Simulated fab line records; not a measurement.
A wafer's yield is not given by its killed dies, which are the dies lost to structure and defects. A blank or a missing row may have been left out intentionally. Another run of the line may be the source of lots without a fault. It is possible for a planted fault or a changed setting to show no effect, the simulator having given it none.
Lot-split experiment :: flow n5_finfet :: on a route of 1938 steps: 7 lots, 21 wafers read

## THE SPLIT
At N5_BEOL_M4_DESCUM_33 (chemistry O2, time 7 s), the setting time_s was moved away from the recipe's 7 s on 6 of the 21 wafers read, by -16.9% to +16.1%. This setting was run at the recipe's value on the other wafers.

Reading taken at the split's own step.

## THE READING
CAR-EUV_of_BEOL_M4_COAT_22.thk_nm (the simulator's own value, which no gauge read), in nm, at N5_BEOL_M4_DESCUM_33 (chemistry O2, time 7 s). The file does not state a usual value for it. Across the 15 wafers here that went through the recipe, the average is 26.1 nm and the standard deviation 0.1 nm.

wafer: L077.4
tool, chamber at the split: rie_diel-02, 2,3
time_s as run, s: 7
against the recipe: recipe
CAR-EUV_of_BEOL_M4_COAT_22.thk_nm, nm: 26.2
against lot-mates on the recipe: -

wafer: L077.6
tool, chamber at the split: rie_diel-02, 2,3
time_s as run, s: 7
against the recipe: recipe
CAR-EUV_of_BEOL_M4_COAT_22.thk_nm, nm: 26.2
against lot-mates on the recipe: -

wafer: L077.5
tool, chamber at the split: rie_diel-02, 0
time_s as run, s: 7
against the recipe: recipe
CAR-EUV_of_BEOL_M4_COAT_22.thk_nm, nm: 26
against lot-mates on the recipe: -

wafer: L076.3
tool, chamber at the split: rie_diel-03, 2
time_s as run, s: 8.125
against the recipe: +16.1%
CAR-EUV_of_BEOL_M4_COAT_22.thk_nm, nm: 25.4
against lot-mates on the recipe: -0.6

wafer: L076.5
tool, chamber at the split: rie_diel-03, 2
time_s as run, s: 8.125
against the recipe: +16.1%
CAR-EUV_of_BEOL_M4_COAT_22.thk_nm, nm: 25.4
against lot-mates on the recipe: -0.6

wafer: L076.4
tool, chamber at the split: rie_diel-03, 0
time_s as run, s: 7
against the recipe: recipe
CAR-EUV_of_BEOL_M4_COAT_22.thk_nm, nm: 26
against lot-mates on the recipe: -

wafer: L083.1
tool, chamber at the split: rie_diel-02, 3
time_s as run, s: 5.82
against the recipe: -16.9%
CAR-EUV_of_BEOL_M4_COAT_22.thk_nm, nm: 26.6
against lot-mates on the recipe: +0.4

wafer: L083.5
tool, chamber at the split: rie_diel-02, 2
time_s as run, s: 7
against the recipe: recipe
CAR-EUV_of_BEOL_M4_COAT_22.thk_nm, nm: 26.2
against lot-mates on the recipe: -

wafer: L083.6
tool, chamber at the split: rie_diel-02, 1
time_s as run, s: 5.82
against the recipe: -16.9%
CAR-EUV_of_BEOL_M4_COAT_22.thk_nm, nm: 26.8
against lot-mates on the recipe: +0.6

wafer: L085.1
tool, chamber at the split: rie_diel-03, 0,2
time_s as run, s: 7
against the recipe: recipe
CAR-EUV_of_BEOL_M4_COAT_22.thk_nm, nm: 26
against lot-mates on the recipe: -

wafer: L085.4
tool, chamber at the split: rie_diel-03, 0,2
time_s as run, s: 7
against the recipe: recipe
CAR-EUV_of_BEOL_M4_COAT_22.thk_nm, nm: 26
against lot-mates on the recipe: -

wafer: L085.2
tool, chamber at the split: rie_diel-03, 1
time_s as run, s: 7
against the recipe: recipe
CAR-EUV_of_BEOL_M4_COAT_22.thk_nm, nm: 26.2
against lot-mates on the recipe: -

wafer: L088.1
tool, chamber at the split: rie_diel-03, 3,2
time_s as run, s: 7
against the recipe: recipe
CAR-EUV_of_BEOL_M4_COAT_22.thk_nm, nm: 26
against lot-mates on the recipe: -

wafer: L088.3
tool, chamber at the split: rie_diel-03, 3,2
time_s as run, s: 7
against the recipe: recipe
CAR-EUV_of_BEOL_M4_COAT_22.thk_nm, nm: 26
against lot-mates on the recipe: -

wafer: L088.2
tool, chamber at the split: rie_diel-03, 1
time_s as run, s: 7
against the recipe: recipe
CAR-EUV_of_BEOL_M4_COAT_22.thk_nm, nm: 26.2
against lot-mates on the recipe: -

wafer: L090.1
tool, chamber at the split: rie_diel-03, 2
time_s as run, s: 7.533
against the recipe: +7.6%
CAR-EUV_of_BEOL_M4_COAT_22.thk_nm, nm: 25.8
against lot-mates on the recipe: -0.2

wafer: L090.2
tool, chamber at the split: rie_diel-03, 0
time_s as run, s: 7
against the recipe: recipe
CAR-EUV_of_BEOL_M4_COAT_22.thk_nm, nm: 26
against lot-mates on the recipe: -

wafer: L090.3
tool, chamber at the split: rie_diel-03, 3
time_s as run, s: 7.533
against the recipe: +7.6%
CAR-EUV_of_BEOL_M4_COAT_22.thk_nm, nm: 26
against lot-mates on the recipe: +0.0

wafer: L092.1
tool, chamber at the split: rie_diel-04, 3,1,3
time_s as run, s: 7
against the recipe: recipe
CAR-EUV_of_BEOL_M4_COAT_22.thk_nm, nm: 26.2
against lot-mates on the recipe: -

wafer: L092.2
tool, chamber at the split: rie_diel-04, 3,1,3
time_s as run, s: 7
against the recipe: recipe
CAR-EUV_of_BEOL_M4_COAT_22.thk_nm, nm: 26.2
against lot-mates on the recipe: -

wafer: L092.6
tool, chamber at the split: rie_diel-04, 3,1,3
time_s as run, s: 7
against the recipe: recipe
CAR-EUV_of_BEOL_M4_COAT_22.thk_nm, nm: 26.2
against lot-mates on the recipe: -
When a row names more than one chamber, that row covers several wafers, and the file does not tell which wafer ran in which chamber.

FIT RESULTS
A straight line over all 21 wafers: CAR-EUV_of_BEOL_M4_COAT_22.thk_nm changes by -0.0381 nm for each +1% of time_s; r = -0.94; the points scatter about the line by 0.11 nm.
The same after taking each lot's own level away (the mean of its wafers on the recipe; 21 wafers): -0.0314 nm for each +1%; r = -0.93; scatter 0.097 nm.
That fit puts the effect of the largest move of time_s on the reading at 0.53 nm.
The span of the lots' own levels, 26.00 to 26.20 nm, comes to 2.0 times the standard deviation stated above.
So the slope is not independent of the lot-to-lot level: the two fits are not the same.
Check: for one of the wafers moved furthest among these (-16.9%), held out of the fit, the line's prediction against its lot-mates is +0.587 nm. Against them it came out at +0.4 nm.

## THE OTHER SPLITS THESE WAFERS WENT THROUGH
Other splits were also applied to these wafers ahead of the reading. Each is held against what the fit with the lots' levels taken away leaves over:
other split on the same wafers: N5_BEOL_M1_DESCUM_33 time_s
wafers away from the commonest value: 10
r with CAR-EUV_of_BEOL_M4_COAT_22.thk_nm (lot level and that fit taken away): +0.07

other split on the same wafers: N5_BEOL_M2_ILD_DEP_00 time_s
wafers away from the commonest value: 10
r with CAR-EUV_of_BEOL_M4_COAT_22.thk_nm (lot level and that fit taken away): +0.18

other split on the same wafers: N5_BEOL_M2_COAT_62 spin_rpm
wafers away from the commonest value: 6
r with CAR-EUV_of_BEOL_M4_COAT_22.thk_nm (lot level and that fit taken away): +0.00

other split on the same wafers: N5_BEOL_M4_COAT_76 spin_rpm
wafers away from the commonest value: 10
r with CAR-EUV_of_BEOL_M4_COAT_22.thk_nm (lot level and that fit taken away): -0.01

## FILE'S OWN FIT
CAR-EUV_of_BEOL_M4_COAT_22.thk_nm changes by -0.0314 nm for each +1% of time_s, r = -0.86.
